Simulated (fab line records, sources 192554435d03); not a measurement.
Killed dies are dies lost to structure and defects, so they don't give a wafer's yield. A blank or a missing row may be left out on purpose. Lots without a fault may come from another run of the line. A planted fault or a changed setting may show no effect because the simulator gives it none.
A struck lot beside a sound one | flow n5_finfet | 15 steps out of a route of 1938
Sound: wafers L934.2, L934.3, L934.6. Struck: wafers L941.1, L941.2, L941.4. The cause comes at the end.
At each step with rows: each side's tool, then ch and its chambers, then its first start. Under that, the readings that differ: sound wafers | struck wafers | difference of the means | sigmas: that difference in standard deviations of wafers without a fault.
alike: readings whose means differ by less than 2 such deviations, and words and numbers that are the same on both sides. not compared: withheld readings, readings that some wafer has no value for, bounds like >300 that may hide the same value, and numbers for which the record gives no deviation and whose values overlap.
The two part at a step that has a row with sigmas, a row that says differs or no value, or rows on one side only. Numbers that don't overlap but have no deviation are shown without sigmas and don't part them. A reading that every wafer of one side lacks parts them only if that side has two wafers or more.

first, 4 steps without rows for these wafers: N5_BEOL_M13_EXPOSE_07 (exposes mask V12); N5_BEOL_M13_PEB_08 (peb time 90 s); N5_BEOL_M13_DEVELOP_09 (develop time 45 s); N5_BEOL_M13_HARDBAKE_14 (time 120 s).
N5_BEOL_M13_CD_MEAS_10: target cd 190 nm.
  sound on cd_sem-02 ch 0, day 11 16:17; struck on cd_sem-01 ch 0, day 13 15:40
  alike: cd_nm
N5_BEOL_M13_OVL_MEAS_11:
  sound on overlay-02 ch 0, day 11 16:19; struck on overlay-02 ch 0, day 13 15:42
  reading      | sound     | struck | difference | sigmas
  V12_OVL (nm) | -6 -11 -8 | 9 2 9  | +15        | +3
N5_BEOL_M13_INSPECT_12: inspects for defects (macro).
  sound on defect_inspect-01, day 11 16:20; struck on defect_inspect-02, day 13 15:44
  alike: raw_defect_count
N5_BEOL_M13_DESCUM_15: chemistry O2, time 7.9 s.
  sound on rie_diel-02 ch 2,3, day 11 17:26; struck on rie_diel-04 ch 1,3, day 13 15:47
  alike: drypump_motor_current_A, oes_product_au, rf_fwd_power_W, rf_vpp_V, showerhead_plenum_p_Torr, throttle_valve_pct
  not compared: rf_hours_counter_h
N5_BEOL_M13_ETCH_59: etches BARC in N2/H2, target depth 89 nm, overetch 26.7 nm, time 67.9 s.
  sound on rie_diel-02 ch 2,3, day 11 17:28; struck on rie_diel-04 ch 1,3, day 13 15:50
  alike: drypump_motor_current_A, oes_product_au, rf_fwd_power_W, rf_vpp_V, showerhead_plenum_p_Torr, throttle_valve_pct
  not compared: rf_hours_counter_h
N5_BEOL_M13_VIA_ETCH_16: etches SiOC in C4F8/O2/Ar, target depth 921.7 nm.
  sound on rie_diel-02 ch 2,3, day 11 17:31; struck on rie_diel-04 ch 1,3, day 13 15:53
  alike: drypump_motor_current_A, he_inner_torr, oes_product_au, rf_fwd_power_W, rf_vpp_V, showerhead_plenum_p_Torr, throttle_valve_pct
N5_BEOL_M13_STRIP_63: strips in N2/H2.
  sound on plasma_asher-01 ch 0,1, day 11 17:45; struck on plasma_asher-01 ch 0,1, day 13 16:07
  reading                        | sound               | struck            | difference | sigmas
  chamber_pressure_mTorr (mTorr) | 999.8 1000.4 1001.2 | 997.2 999.2 998.9 | -2.0       | -2
  alike: drypump_motor_current_A, heater_power_w, oes_product_au, strip_time_to_endpoint_s
  not compared: rf_hours_counter_h
N5_BEOL_M13_STRIP_64: strips in N2/H2.
  sound on plasma_asher-01 ch 0,1, day 11 17:49; struck on plasma_asher-01 ch 0,1, day 13 16:11
  alike: drypump_motor_current_A, h2_flow_sccm, heater_power_w, oes_product_au, strip_time_to_endpoint_s
  not compared: rf_hours_counter_h
N5_BEOL_M13_STRIP_71: strips in post etch residue remover, time 60 s.
  sound on wet_bench-04 ch 2,5,7, day 11 17:54; struck on wet_bench-06 ch 0,4,7, day 13 16:16
  no value came back on the struck wafers for run_length_s (s), temp_c (C); on the sound wafers run_length_s (s) reads 65.4 66.3 67.3
then, 1 step without rows for these wafers: N5_BEOL_M13_SRD_72 (time 30 s, dry time 30 s).
N5_PASSIVATION_PROBE_49:
  the record has rows for the sound wafers here (prober-01, day 13 05:29) and none for the struck ones

WHERE THEY PART
First at N5_BEOL_M13_OVL_MEAS_11; last, within this record, at N5_PASSIVATION_PROBE_49.

WHY: what the simulator had put in
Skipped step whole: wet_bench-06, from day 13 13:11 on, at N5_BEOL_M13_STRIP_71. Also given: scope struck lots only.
